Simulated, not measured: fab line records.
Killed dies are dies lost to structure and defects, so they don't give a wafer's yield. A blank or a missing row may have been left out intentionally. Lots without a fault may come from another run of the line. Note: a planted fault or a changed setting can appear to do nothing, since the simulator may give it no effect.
Which tool is to blame?    flow n5-finfet    30 wafers from 10 lots sampled at 4 of the route's 1938 steps

WHAT EACH GAUGE READ, for each wafer
N5_MIM_BOT_LITHO_CD_MEAS_08: target cd 3000 nm.
lot   measured      on         cd-nm (nm)
L478  day 12 07:17  cd-sem-03  3000.6 3000.1 3000.1
L479  day 12 23:54  cd-sem-02  3000.4 3000.3 2999.9
L482  day 13 22:43  cd-sem-02  2997.7 3002.3 2999.1
L486  day 15 09:32  cd-sem-02  2994.6 2994.0 2991.5
L490  day 15 21:46  cd-sem-02  3000.3 3005.5 2999.2
L492  day 16 08:06  cd-sem-03  2998.9 3002.9 2998.2
L494  day 16 16:21  cd-sem-01  3002.8 3000.3 3003.1
L497  day 17 10:28  cd-sem-03  2997.7 3002.7 2998.7
L499  day 18 07:38  cd-sem-03  2997.5 3001.7 3002.2
L500  day 18 10:11  cd-sem-02  3000.4 3002.2 2999.9

EACH LOT AND THE TOOL THAT RAN IT (in order: tool; ch and the chambers of the sampled wafers; start)
lot   N5_MIM_TOP_LITHO_DESCUM_10          N5_MIM_TOP_ETCH_ETCH_00            N5_MIM_BOT_LITHO_PEB_06
L478  rie-diel-06 ch 1,2,3, day 12 06:35  rie-metal-01 ch 0,1, day 12 06:40  litho-track-03 ch 0, day 12 07:10
L479  rie-diel-04 ch 0,1,2, day 12 23:15  rie-metal-01 ch 0,1, day 12 23:22  litho-track-03 ch 0, day 12 23:47
L482  rie-diel-06 ch 1,2, day 13 22:03    rie-metal-03 ch 0,1, day 13 22:08  litho-track-05 ch 0, day 13 22:35
L486  rie-diel-01 ch 0,1,3, day 15 08:41  rie-metal-01 ch 0,1, day 15 08:49  litho-track-03 ch 0, day 15 09:25
L490  rie-diel-01 ch 0,1,3, day 15 20:58  rie-metal-01 ch 0,1, day 15 21:04  litho-track-05 ch 0, day 15 21:38
L492  rie-diel-04 ch 1,3, day 16 07:26    rie-metal-02 ch 0,1, day 16 07:32  litho-track-05 ch 0, day 16 07:59
L494  rie-diel-04 ch 0,2,3, day 16 15:41  rie-metal-01 ch 0,1, day 16 15:49  litho-track-05 ch 0, day 16 16:14
L497  rie-diel-06 ch 0,2, day 17 09:49    rie-metal-01 ch 0, day 17 09:53    litho-track-05 ch 0, day 17 10:20
L499  rie-diel-04 ch 0,2,3, day 18 06:52  rie-metal-01 ch 0,1, day 18 06:59  litho-track-05 ch 0, day 18 07:31
L500  rie-diel-04 ch 0,2,3, day 18 09:30  rie-metal-02 ch 0,1, day 18 09:35  litho-track-05 ch 0, day 18 10:04
- N5_MIM_TOP_LITHO_DESCUM_10: chemistry O2, time 7.9 s.
- N5_MIM_TOP_ETCH_ETCH_00: etches TiN in Cl2/BCl3, target depth 38.5 nm.
- N5_MIM_BOT_LITHO_PEB_06

THE ANSWER, worked out from the rows above alone
Rule: what is usual is taken from the lots themselves. Put in order of their means at a reading, lots are off if they are a third of the lots or fewer, leave a main group of 4 or more, and stand apart from it by a gap of 3 or more times the standard deviation of the main group's means; of several such gaps the widest counts. The tables above print the reading to a certain number of digits; a main group whose means all agree to those digits is not used. A lot without any number at a reading at which 4 lots or more have one is off too. Where the step has rows for the other lots, those lots are counted as sound.
Off at N5_MIM_BOT_LITHO_CD_MEAS_08 (cd-nm): L486. The main group has a mean of 3000.5 nm with a standard deviation of 0.79.
If a tool, at a process step before that reading, ran all the lots that are off and no sound lot after the first of them, it fits. Gauges at N5_MIM_BOT_LITHO_CD_MEAS_08: tried the same way as those tools. One candidate fits, namely litho-track-03 at N5_MIM_BOT_LITHO_PEB_06. Its last sound lot is L479 (day 12 23:47), its first lot that is off L486 (day 15 09:25): a fault that began between those two fits.

WHAT THE SIMULATOR HAD PUT IN
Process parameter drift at N5_MIM_BOT_LITHO_PEB_06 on litho-track-03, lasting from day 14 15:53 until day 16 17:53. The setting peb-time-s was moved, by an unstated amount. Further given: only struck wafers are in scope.
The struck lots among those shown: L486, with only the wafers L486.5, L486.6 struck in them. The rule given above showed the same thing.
